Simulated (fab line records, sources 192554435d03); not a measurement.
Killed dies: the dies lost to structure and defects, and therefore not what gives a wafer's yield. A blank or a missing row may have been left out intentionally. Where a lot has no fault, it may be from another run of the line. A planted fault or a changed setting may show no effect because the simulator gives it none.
fab line records	flow n5-finfet
record: lots: 9	wafers: 27	last-day: 18
route steps=1938 shown MOL_CONTACT_COAG@575 BEOL_M4@1111 PASSIVATION@1936
lots that met no fault: from a run of the same line without faults
start-h: start of the lot's first displayed wafer, in hours after the record's first day	wait-h: hours elapsed since this lot's preceding step	" repeats the value in the row above	L1.1+2: one row covering several wafers at once	- no value, or no start was given	* or withheld: withheld	< > ~ a bound
route shown NAME@n: names a module that has steps shown in the file, with the first one's number in the route	usual: mean and standard deviation over wafers with no fault	same: alike in all rows	chamber/n: place in a boat	sites: readings site by site	_std_site: standard deviation of those values	_edge_site: the outer-site mean with the inner-site mean subtracted	radius-mm: for every site, how far away it sits from the centre of the wafer	mask NAME#n: copy n	behind: the tool/chamber that last shaped the wafer	hold: what put the lot on hold/how long, in hours/how the hold closed	device: transistor that didn't switch, given as n, p or np	end of line: the tests these same wafers got at the end of their route	for a step that has no rows: nothing shown but its recipe	killed: not the wafer's yield, but the dies lost to structure and defects at the first sort	map: a wafer's dies, marking killed ones x, the rest . and places with no die _
set.NAME: the setting that was run; set.NAME@STEP: the one run at that earlier step	model.NAME: the simulator's own value behind a step, which no gauge read
steps of the route over a sample of lots; a table a step, a row a wafer
services: from which hour (start-h, from the record's first day; less than 0 if before it) a tool's chamber was out of use, for how many hours, and why
== steps ==
step: N5_MOL_CONTACT_COAG_INSPECT_57
recipe: mode: adi	inspect-instrument: brightfield
usual: raw-defect-count: 193/50
lot.wafer	tool	chamber	start-h	wait-h	raw-defect-count
L464.3	defect-inspect-01	-	104.17	0.0	176
L464.4	"	-	"	"	155
L464.6	"	-	"	"	252
L466.1	defect-inspect-02	-	113.91	0.1	156
L466.3	"	-	"	"	209
L466.6	"	-	"	"	166
L467.1	defect-inspect-01	-	121.43	0.1	209
L467.4	"	-	"	"	229
L467.5	"	-	"	"	200
L479.1	defect-inspect-02	-	196.88	0.1	220
L479.2	"	-	"	"	244
L479.6	"	-	"	"	326
L480.1	defect-inspect-01	-	203.08	0.1	129
L480.4	"	-	"	"	143
L480.5	"	-	"	"	135
L481.2	defect-inspect-02	-	206.67	0.0	196
L481.4	"	-	"	"	269
L481.6	"	-	"	"	177
L484.4	defect-inspect-01	-	228.03	0.0	242
L484.5	"	-	"	"	191
L484.6	"	-	"	"	298
L485.1	defect-inspect-02	-	233.74	0.1	119
L485.3	"	-	"	"	103
L485.5	"	-	"	"	105
L486.2	defect-inspect-02	-	237.25	0.0	199
L486.3	"	-	"	"	170
L486.6	"	-	"	"	212
step: N5_MOL_CONTACT_COAG_ETCH_89
recipe: chemistry: N2/H2	target: underlayer	target-depth-a: 130	mask-material: CAR-EUV	time-s: 10.4	ion-energy-ev: 200	pressure-mtorr: 30	source-w: 840	bias-w: 150	n2-flow-sccm: 200	h2-flow-sccm: 200	ends: cleared
usual: bias-w: 149.9/0.47	chamber-pressure-mTorr: 30.00/0.03	drypump-motor-current-A: 5.7/0.44	etch-rf-on-time-s: 10.34/0.29	oes-product-au: 0.67/0.083	rf-vpp-V: 522.9/1.7	showerhead-plenum-p-Torr: 2.50/0.056	throttle-valve-pct: 17.8/0.31
lot.wafer	tool	chamber	start-h	wait-h	bias-w	chamber-pressure-mTorr	drypump-motor-current-A	etch-rf-on-time-s	oes-product-au	rf-hours-counter-h	rf-vpp-V	showerhead-plenum-p-Torr	throttle-valve-pct
L464.3	rie-diel-06	2	104.24	0.0	150.6	29.99	4.9	9.87	0.82	22	523.4	2.60	18.0
L464.4	"	0	"	"	149.4	30.00	5.7	10.21	0.69	90	519.8	2.45	17.4
L464.6	"	2	"	"	150.5	30.03	4.9	9.97	0.83	-	524.6	2.60	18.0
L466.1	rie-diel-01	0	114.14	0.0	150.7	30.01	4.9	9.91	0.62	204	523.8	2.52	18.2
L466.3	"	1	"	"	149.1	29.95	6.4	10.49	0.59	230	523.4	2.48	17.9
L466.6	"	2	"	"	149.8	30.04	5.8	10.75	0.79	-	524.1	2.48	17.7
L467.1	rie-diel-01	3	121.61	0.0	149.4	29.96	6.1	10.26	0.73	56	520.8	2.48	17.4
L467.4	"	1	"	"	148.6	29.96	6.3	10.70	0.58	232	523.8	2.48	17.9
L467.5	"	1	"	"	149.2	29.99	6.3	10.65	0.59	-	523.8	2.48	17.9
L479.1	rie-diel-06	3	196.99	0.0	150.0	30.01	6.0	10.82	0.56	237	523.2	2.50	18.2
L479.2	"	2	"	"	150.2	30.01	4.9	10.14	0.78	48	526.8	2.59	18.1
L479.6	"	3	"	"	149.5	30.02	6.0	10.82	0.56	-	524.1	2.50	18.2
L480.1	rie-diel-03	1	203.18	0.0	149.9	29.99	5.8	10.19	0.77	33	524.2	2.59	17.3
L480.4	"	3	"	"	149.7	30.04	5.8	10.55	0.65	-	523.6	2.57	18.1
L480.5	"	0	"	"	149.7	30.09	5.2	10.44	0.60	-	521.2	2.43	18.0
L481.2	rie-diel-03	0	206.74	0.0	149.7	30.06	5.2	10.30	0.60	206	520.8	2.43	18.0
L481.4	"	1	"	"	149.1	30.01	5.9	10.18	0.76	-	523.9	2.59	17.4
L481.6	"	0	"	"	149.7	30.03	5.2	10.31	0.61	-	521.6	2.43	18.0
L484.4	rie-diel-06	2	228.33	0.0	149.9	29.98	4.9	10.05	0.76	56	525.5	2.59	18.1
L484.5	"	3	"	"	150.4	30.02	6.0	10.56	0.57	-	522.4	2.50	18.2
L484.6	"	0	"	"	150.1	30.03	5.8	10.14	0.67	-	521.9	2.43	17.5
L485.1	rie-diel-01	1	233.81	0.0	149.3	30.03	6.3	10.57	0.78	15	522.9	2.47	17.5
L485.3	"	2	"	"	150.2	29.99	5.8	11.07	0.72	45	522.0	2.46	17.7
L485.5	"	0	"	"	150.7	29.96	4.9	10.34	0.57	-	523.1	2.50	18.3
L486.2	rie-diel-01	3	237.99	0.0	150.3	29.98	6.1	10.38	0.69	94	521.9	2.46	17.5
L486.3	"	2	"	"	149.7	30.01	5.7	11.04	0.71	47	522.6	2.46	17.8
L486.6	"	3	"	"	150.7	29.99	6.1	10.49	0.69	-	521.9	2.46	17.5
step: N5_MOL_CONTACT_COAG_STRIP_96
recipe: chemistry: N2/H2	power-w: 500	temp-c: 40	pressure-mtorr: 50	rf-frequency-hz: 6e+07	overash-fraction: 0.3	bias-power-w: 28	h2-frac: 0.5	n2-flow-sccm: 300	h2-flow-sccm: 300
usual: drypump-motor-current-A: 5.6/0.41	oes-product-au: 0.79/0.099	rf-vpp-V: 121.6/1.2	showerhead-plenum-p-Torr: 3.32/0.083	throttle-valve-pct: 18.9/0.41
lot.wafer	tool	chamber	start-h	wait-h	drypump-motor-current-A	oes-product-au	rf-hours-counter-h	rf-vpp-V	showerhead-plenum-p-Torr	throttle-valve-pct
L464.3	rie-diel-03	3	104.83	0.0	5.8	0.83	76	121.4	3.41	19.3
L464.4	"	2	"	"	5.8	0.71	-	121.3	3.19	19.1
L464.6	"	3	"	"	5.8	0.83	-	124.5	3.41	19.3
L466.1	rie-diel-03	3	114.77	0.0	5.8	0.82	79	121.4	3.41	19.3
L466.3	"	2	"	"	5.9	0.71	235	123.7	3.18	19.1
L466.6	"	3	"	"	5.8	0.82	-	120.3	3.41	19.3
L467.1	rie-diel-03	0	122.16	0.0	5.2	0.72	172	122.1	3.24	19.2
L467.4	"	3	"	"	5.8	0.81	83	121.2	3.41	19.3
L467.5	"	3	"	"	5.8	0.82	-	121.9	3.41	19.3
L479.1	rie-diel-03	2	197.49	0.0	5.8	0.98	3	120.8	3.58	18.8
L479.2	"	0	"	"	5.2	0.70	202	122.0	3.22	19.2
L479.6	"	1	"	"	5.9	0.90	-	121.1	3.42	18.2
L480.1	rie-diel-03	0	203.69	0.0	5.2	0.70	205	119.6	3.22	19.2
L480.4	"	1	"	"	5.9	0.89	-	122.8	3.42	18.2
L480.5	"	0	"	"	5.2	0.70	-	120.1	3.22	19.2
L481.2	rie-diel-03	0	207.24	0.0	5.2	0.70	206	119.6	3.22	19.2
L481.4	"	3	"	"	5.8	0.78	-	122.1	3.39	19.4
L481.6	"	0	"	"	5.2	0.71	-	120.5	3.22	19.2
L484.4	rie-diel-06	0	229.24	0.0	5.8	0.78	132	120.0	3.22	18.4
L484.5	"	2	"	"	4.9	0.89	-	120.1	3.41	19.3
L484.6	"	3	"	"	6.0	0.65	-	120.6	3.30	19.3
L485.1	rie-diel-01	0	234.31	0.0	4.8	0.67	249	122.5	3.30	19.2
L485.3	"	1	"	"	6.3	0.93	15	122.0	3.26	18.3
L485.5	"	0	"	"	4.9	0.67	-	122.5	3.30	19.2
L486.2	rie-diel-06	0	238.59	0.0	5.7	0.77	135	120.3	3.22	18.4
L486.3	"	1	"	"	5.7	0.68	232	121.1	3.29	19.0
L486.6	"	2	"	"	4.9	0.88	-	122.9	3.41	19.3
step: N5_MOL_CONTACT_COAG_ETCH_47
recipe: chemistry: CH3F/O2	target: SiNx	target-depth-a: 270	mask-material: SiO2	stop-on: W	over-etch-frac: 0.2	ion-energy-ev: 120	endpoint: OES-CN	pressure-mtorr: 30	source-w: 395	bias-w: 73	Ar_flow_sccm: 150	CH3F_flow_sccm: 30	O2_flow_sccm: 20	ends: end-point
usual: CH3F_flow_sccm: 30.00/0.087	O2_flow_sccm: 20.00/0.063	drypump-motor-current-A: 5.6/0.41	etch-rf-on-time-s: 31.0/0.64	oes_o_777_au: 0.79/0.093	oes-product-au: 0.71/0.087	rf-vpp-V: 298/6.4	showerhead-plenum-p-Torr: 1.98/0.047	throttle-valve-pct: 16.37/0.27
lot.wafer	tool	chamber	start-h	wait-h	CH3F_flow_sccm	O2_flow_sccm	drypump-motor-current-A	etch-rf-on-time-s	oes_o_777_au	oes-product-au	rf-hours-counter-h	rf-vpp-V	showerhead-plenum-p-Torr	throttle-valve-pct
L464.3	rie-diel-03	3	104.87	0.0	30.01	20.08	5.8	30.8	0.84	0.73	76	286	2.03	16.45
L464.4	"	2	"	"	30.02	19.90	5.8	31.4	0.69	0.63	-	299	1.91	16.71
L464.6	"	3	"	"	30.02	20.02	5.8	31.1	0.83	0.73	-	286	2.03	16.44
L466.1	rie-diel-03	3	114.81	0.0	30.09	20.06	5.8	30.8	0.83	0.73	79	285	2.03	16.46
L466.3	"	2	"	"	30.03	19.94	5.8	31.5	0.69	0.63	235	301	1.91	16.73
L466.6	"	3	"	"	30.02	20.14	5.8	30.6	0.83	0.73	-	287	2.03	16.45
L467.1	rie-diel-03	0	122.20	0.0	30.05	19.90	5.2	31.4	0.73	0.66	172	303	1.92	16.33
L467.4	"	3	"	"	30.01	19.98	5.8	30.8	0.83	0.72	83	286	2.03	16.47
L467.5	"	3	"	"	29.91	20.07	5.8	31.5	0.83	0.72	-	286	2.03	16.47
L479.1	rie-diel-03	2	197.53	0.0	-	-	-	-	-	-	-	-	-	-
L479.2	"	0	"	"	-	-	-	-	-	-	-	-	-	-
L479.6	"	1	"	"	-	-	-	-	-	-	-	-	-	-
L480.1	rie-diel-03	0	203.73	0.0	-	-	-	-	-	-	-	-	-	-
L480.4	"	1	"	"	-	-	-	-	-	-	-	-	-	-
L480.5	"	0	"	"	-	-	-	-	-	-	-	-	-	-
L481.2	rie-diel-03	0	207.28	0.0	-	-	-	-	-	-	-	-	-	-
L481.4	"	3	"	"	-	-	-	-	-	-	-	-	-	-
L481.6	"	0	"	"	-	-	-	-	-	-	-	-	-	-
L484.4	rie-diel-06	0	229.28	0.0	29.94	19.99	5.8	30.6	0.76	0.68	132	296	1.93	16.13
L484.5	"	2	"	"	30.05	19.90	4.9	30.2	0.87	0.80	-	308	2.02	16.45
L484.6	"	3	"	"	30.02	19.97	6.0	31.5	0.68	0.59	-	298	1.97	16.72
L485.1	rie-diel-01	0	234.35	0.0	29.97	19.91	4.8	31.1	0.69	0.61	249	300	1.98	16.86
L485.3	"	1	"	"	30.05	20.03	6.3	31.8	0.94	0.80	15	289	1.96	16.12
L485.5	"	0	"	"	30.02	19.90	4.8	31.2	0.69	0.60	-	300	1.98	16.84
L486.2	rie-diel-06	0	238.63	0.0	30.08	20.03	5.8	30.7	0.77	0.69	135	295	1.93	16.15
L486.3	"	1	"	"	29.92	19.93	5.7	30.6	0.69	0.61	232	301	1.97	16.56
L486.6	"	2	"	"	30.03	20.12	4.9	30.3	0.87	0.79	-	309	2.02	16.45
step: N5_BEOL_M4_RC_MEAS_101
usual: DIBL_N: 35.6/1.7	DIBL_P: 35.0/2	IOFF_N: 0.148/0.027	IOFF_P: 0.19/0.032	ION_N: 671/14	ION_P: 460/9.1	SS_N: 71.3/0.62	SS_P: 73.0/0.64	VT_N: 251/3.2	VT_P: -251.5/2.9
lot.wafer	tool	chamber	start-h	wait-h	DIBL_N[mV/V]	DIBL_P[mV/V]	IOFF_N[nA/um]	IOFF_P[nA/um]	ION_N[uA/um]	ION_P[uA/um]	SS_N[mV/dec]	SS_P[mV/dec]	VT_N[mV]	VT_P[mV]
L464.3	prober-02	0	204.58	0.3	34.3	32.1	0.130	0.17	663	456	71.3	73.1	250	-252.0
L464.4	"	0	"	"	35.7	34.3	0.156	0.20	696	474	71.2	72.7	248	-251.6
L464.6	"	0	"	"	33.8	31.4	0.123	0.16	671	462	71.0	72.7	254	-250.1
L466.1	prober-01	0	207.20	0.0	38.2	38.9	0.168	0.20	692	473	72.1	73.6	250	-252.7
L466.3	"	0	"	"	38.3	39.4	0.180	0.22	685	466	71.9	73.4	248	-253.7
L466.6	"	0	"	"	37.6	38.2	0.164	0.20	687	465	71.9	73.0	249	-252.6
L467.1	prober-01	0	244.91	0.0	33.9	34.3	0.132	0.17	655	446	70.6	72.2	255	-254.2
L467.4	"	0	"	"	31.4	32.1	0.109	0.15	667	453	70.2	71.5	253	-253.2
L467.5	"	0	"	"	32.5	33.4	0.121	0.16	668	458	70.2	72.0	252	-253.3
L484.4	prober-02	0	308.85	0.5	34.3	32.5	0.125	0.17	661	453	71.1	72.1	250	-253.9
L484.5	"	0	"	"	36.1	34.7	0.166	0.21	677	458	71.4	72.9	245	-248.5
L484.6	"	0	"	"	33.4	31.5	0.114	0.16	662	460	70.9	71.8	254	-254.1
L486.2	prober-02	0	321.94	0.2	37.7	37.6	0.200	0.22	701	468	71.8	74.1	246	-253.1
L486.3	"	0	"	"	35.9	35.5	0.155	0.19	679	458	71.2	73.3	249	-251.3
L486.6	"	0	"	"	36.3	36.0	0.166	0.20	681	456	71.3	73.6	245	-250.3
L485.1	prober-01	0	322.01	0.0	37.0	37.4	0.156	0.22	677	472	71.3	73.3	250	-251.2
L485.3	"	0	"	"	36.2	35.8	0.144	0.18	680	464	71.2	72.3	251	-253.6
L485.5	"	0	"	"	34.6	33.7	0.120	0.16	668	462	69.9	72.6	254	-252.9
step: N5_PASSIVATION_PROBE_49
usual: killed_at_M0_to_M3: 35/11	killed_at_M4_up: 14/5.4	killed-at-contacts: 13/6	killed-at-front-end: 38/11	killed-at-other: 3.4/2.6	killed-dies: 104/19	killed-on-rim: 13/3.9	killed-open: 68/13	killed-short: 34/8.5
same: gross-dies: 1180	killed-at-back-side: 0
lot.wafer	tool	chamber	start-h	wait-h	killed_at_M0_to_M3	killed_at_M4_up	killed-at-contacts	killed-at-front-end	killed-at-other	killed-dies	killed-on-rim	killed-open	killed-short
L479.1	prober-01	-	396.43	0.0	40	13	1059	66	2	1180	152	89	51
L479.2	prober-01	-	396.48	0.1	44	17	1067	51	1	1180	152	81	35
L479.6	prober-01	-	396.68	0.3	36	23	1065	55	1	1180	152	100	38
L481.2	prober-02	-	408.33	0.1	37	17	1100	23	3	1180	152	72	24
L481.4	prober-02	-	408.43	0.2	67	19	1062	30	2	1180	152	97	43
L481.6	prober-02	-	408.53	0.3	35	5	1109	28	3	1180	152	63	18
L480.1	prober-01	-	410.23	0.0	22	11	1095	47	5	1180	152	69	41
L480.4	prober-01	-	410.38	0.2	38	17	1086	38	1	1180	152	77	35
L480.5	prober-01	-	410.43	0.2	34	12	1100	31	3	1180	152	63	31
L484.4	prober-01	-	422.32	0.6	26	15	10	37	3	91	8	62	29
L484.5	prober-01	-	422.37	0.6	21	10	2	34	0	67	7	50	17
L484.6	prober-01	-	422.42	0.7	16	21	18	26	2	83	6	61	21
L486.2	prober-02	-	436.02	0.1	33	13	19	43	2	110	17	77	33
L486.3	prober-02	-	436.07	0.1	35	5	16	24	1	81	10	59	22
L486.6	prober-02	-	436.22	0.3	24	15	20	30	5	94	13	58	34
L485.1	prober-01	-	436.53	0.0	23	20	3	50	3	99	20	71	27
killed by level:class
L479.1 MOL_CONTACT_COAG:area-etch=1038 FIN_SAQP:geometric-particle:open=19 BEOL_M0_SAQP:geometric-particle:open=15 FIN_SAQP:geometric-particle:short=14 MOL_CONTACT_COAG:geometric-particle:open=13 GATE_CUT:geometric-particle:short=9 MOL_CONTACT_COAG:geometric-particle:short=8 BEOL_M4:geometric-particle:open=7
L479.2 MOL_CONTACT_COAG:area-etch=1063 FIN_SAQP:geometric-particle:open=18 BEOL_M2:geometric-particle:open=15 STI_FIN_REVEAL:geometric-particle:open=9 FIN_SAQP:geometric-particle:short=7 BEOL_M0_SAQP:geometric-particle:open=7 BEOL_M0_SAQP:geometric-particle:short=6 BEOL_M4:geometric-particle:open=5
L479.6 MOL_CONTACT_COAG:area-etch=1041 MOL_CONTACT_COAG:geometric-particle:open=20 FIN_SAQP:geometric-particle:open=19 BEOL_M4:geometric-particle:open=17 FIN_SAQP:geometric-particle:short=12 BEOL_M0_SAQP:geometric-particle:short=9 BEOL_M0_SAQP:geometric-particle:open=9 GATE_CUT:geometric-particle:open=8
L481.2 MOL_CONTACT_COAG:area-etch=1084 BEOL_M2:geometric-particle:open=17 MOL_CONTACT_COAG:geometric-particle:open=12 FIN_SAQP:geometric-particle:open=8 BEOL_M4:geometric-particle:open=7 FIN_SAQP:geometric-particle:short=4 DUMMY_GATE:geometric-particle:open=4 MOL_CONTACT_COAG:geometric-particle:short=4
L481.4 MOL_CONTACT_COAG:area-etch=1038 MOL_CONTACT_COAG:geometric-particle:open=18 BEOL_M2:geometric-particle:open=18 BEOL_M0_SAQP:geometric-particle:short=18 STI_FIN_REVEAL:geometric-particle:open=11 BEOL_M0_SAQP:geometric-particle:open=10 BEOL_M1:geometric-particle:open=10 BEOL_M4:geometric-particle:open=10
L481.6 MOL_CONTACT_COAG:area-etch=1099 BEOL_M2:geometric-particle:open=20 FIN_SAQP:geometric-particle:open=8 MOL_CONTACT_COAG:geometric-particle:open=8 BEOL_M0_SAQP:geometric-particle:open=7 FIN_SAQP:geometric-particle:short=6 STI_FIN_REVEAL:geometric-particle:open=5 BEOL_M3:geometric-particle:open=4
L480.1 MOL_CONTACT_COAG:area-etch=1069 MOL_CONTACT_COAG:geometric-particle:open=22 STI_FIN_REVEAL:geometric-particle:open=13 FIN_SAQP:geometric-particle:short=8 STI_FIN_REVEAL:geometric-particle:short=7 BEOL_M0_SAQP:geometric-particle:open=7 GATE_CUT:geometric-particle:short=6 BEOL_M2:geometric-particle:open=5
L480.4 MOL_CONTACT_COAG:area-etch=1067 MOL_CONTACT_COAG:geometric-particle:open=16 STI_FIN_REVEAL:geometric-particle:open=10 BEOL_M0:geometric-particle:open=9 BEOL_M2:geometric-particle:open=9 GATE_CUT:geometric-particle:short=6 BEOL_M4:geometric-particle:open=6 BEOL_M3:geometric-particle:open=6
L480.5 MOL_CONTACT_COAG:area-etch=1086 BEOL_M0_SAQP:geometric-particle:open=14 MOL_CONTACT_COAG:geometric-particle:open=11 FIN_SAQP:geometric-particle:open=7 GATE_CUT:geometric-particle:short=7 BEOL_M0_SAQP:geometric-particle:short=6 FIN_SAQP:geometric-particle:short=5 BEOL_M2:geometric-particle:open=5
L484.4 FIN_SAQP:geometric-particle:open=11 MOL_CONTACT_COAG:geometric-particle:open=10 FIN_SAQP:geometric-particle:short=6 BEOL_M2:geometric-particle:open=6 BEOL_M0:geometric-particle:open=5 STI_FIN_REVEAL:geometric-particle:open=4 DUMMY_GATE:geometric-particle:open=4 BEOL_M3:geometric-particle:open=4
L484.5 STI_FIN_REVEAL:geometric-particle:open=12 FIN_SAQP:geometric-particle:short=6 BEOL_M0:geometric-particle:open=6 BEOL_M2:geometric-particle:open=6 STARTING-WAFER:geometric-particle:open=5 FIN_SAQP:geometric-particle:open=4 BEOL_M4:geometric-particle:open=4 BEOL_M0_SAQP:geometric-particle:short=3
L484.6 MOL_CONTACT_COAG:geometric-particle:open=16 BEOL_M4:geometric-particle:open=11 BEOL_M0_SAQP:geometric-particle:short=7 STI_FIN_REVEAL:geometric-particle:open=5 DUMMY_GATE:geometric-particle:open=5 FIN_SAQP:geometric-particle:open=4 BEOL_M2:geometric-particle:open=4 GATE_CUT:geometric-particle:short=3
L486.2 MOL_CONTACT_COAG:geometric-particle:open=16 BEOL_M2:geometric-particle:open=12 GATE_CUT:geometric-particle:open=6 BEOL_M1:geometric-particle:open=6 FIN_SAQP:geometric-particle:open=5 BEOL_M4:geometric-particle:open=5 STARTING-WAFER:geometric-particle:open=5 BEOL_M0_SAQP:geometric-particle:short=5
L486.3 MOL_CONTACT_COAG:geometric-particle:open=12 BEOL_M2:geometric-particle:open=11 BEOL_M1:geometric-particle:open=8 MOL_CONTACT_COAG:geometric-particle:short=4 BEOL_M0_SAQP:geometric-particle:open=4 BEOL_M0_SAQP:geometric-particle:short=4 BEOL_M3:geometric-particle:open=4 STARTING-WAFER:geometric-particle:short=4
L486.6 MOL_CONTACT_COAG:geometric-particle:open=14 STI_FIN_REVEAL:geometric-particle:open=6 BEOL_M4:geometric-particle:open=6 MOL_CONTACT_COAG:geometric-particle:short=6 BEOL_M0_SAQP:geometric-particle:open=5 BEOL_M0_SAQP:geometric-particle:short=4 BEOL_M2:geometric-particle:open=4 BEOL_M5:geometric-particle:open=4
L485.1 STI_FIN_REVEAL:geometric-particle:open=19 BEOL_M4:geometric-particle:open=10 FIN_SAQP:geometric-particle:open=8 BEOL_M1:geometric-particle:open=8 FIN_SAQP:geometric-particle:short=5 GATE_CUT:geometric-particle:short=5 BEOL_M0:geometric-particle:open=5 STARTING-WAFER:geometric-particle:short=4
== services ==
tool	chamber	start-h	hours	kind
rie-diel-03	1	104.01	-	clean
rie-diel-03	1	104.01	-	consumable-replace:focus-ring
rie-diel-03	1	104.01	17.7	scheduled-down
rie-diel-03	1	104.01	17.7	vent-cycle
rie-diel-06	2	127.22	13.3	repair
rie-diel-01	3	129.40	7.0	repair
rie-diel-06	1	153.08	4.2	repair
rie-diel-03	2	157.10	-	clean
rie-diel-03	2	157.10	-	consumable-replace:esc
rie-diel-03	2	157.10	-	consumable-replace:focus-ring
rie-diel-03	2	157.10	-	consumable-replace:showerhead
rie-diel-03	2	157.10	28.5	scheduled-down
rie-diel-03	2	157.10	28.5	vent-cycle
rie-diel-01	1	162.13	-	clean
rie-diel-01	1	162.13	-	consumable-replace:focus-ring
rie-diel-01	1	162.13	17.2	scheduled-down
rie-diel-01	1	162.13	17.2	vent-cycle
rie-diel-03	2	201.74	28.7	repair
rie-diel-06	1	214.36	13.2	repair
rie-diel-03	-	219.88	28.1	pm
== key ==
first-sign: step: N5_MOL_CONTACT_COAG_ETCH_47	reading: tool-record	direction: missing
effect: step: N5_PASSIVATION_PROBE_49	reading: killed-at-contacts	direction: up	sigmas: 99+	usual: 13	struck: 1083
more-kills-born-at: N5_MOL_CONTACT_COAG_ETCH_47@rie-diel-03: 9579
met-at N5_MOL_CONTACT_COAG_ETCH_47
struck-lots L479,L480,L481
later-rows-left-out L479.1,L479.2,L479.6,L480.1,L480.4,L480.5,L481.2,L481.4,L481.6
tester-left-out L479,L480,L481
not-acting-at N5_MOL_CONTACT_COAG_INSPECT_57,N5_MOL_CONTACT_COAG_ETCH_89,N5_MOL_CONTACT_COAG_STRIP_96
onset-between 122.20 197.53
fault: kind: skipped-step-whole	tool: rie-diel-03	chamber: -	onset-h: 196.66	steps: N5_MOL_CONTACT_COAG_ETCH_47	scope: struck-lots-only
tester-left-out: of these lots the tester's yield and bins aren't shown, on N5 and GAA mostly nor the transistor test; their killed dies are dies lost to structure and defects alone, not to doping, threshold or leakage, so they don't give the yield
later-rows-left-out: the simulator's readings of these wafers behind a module that went badly wrong aren't trusted and aren't shown, but for the sort
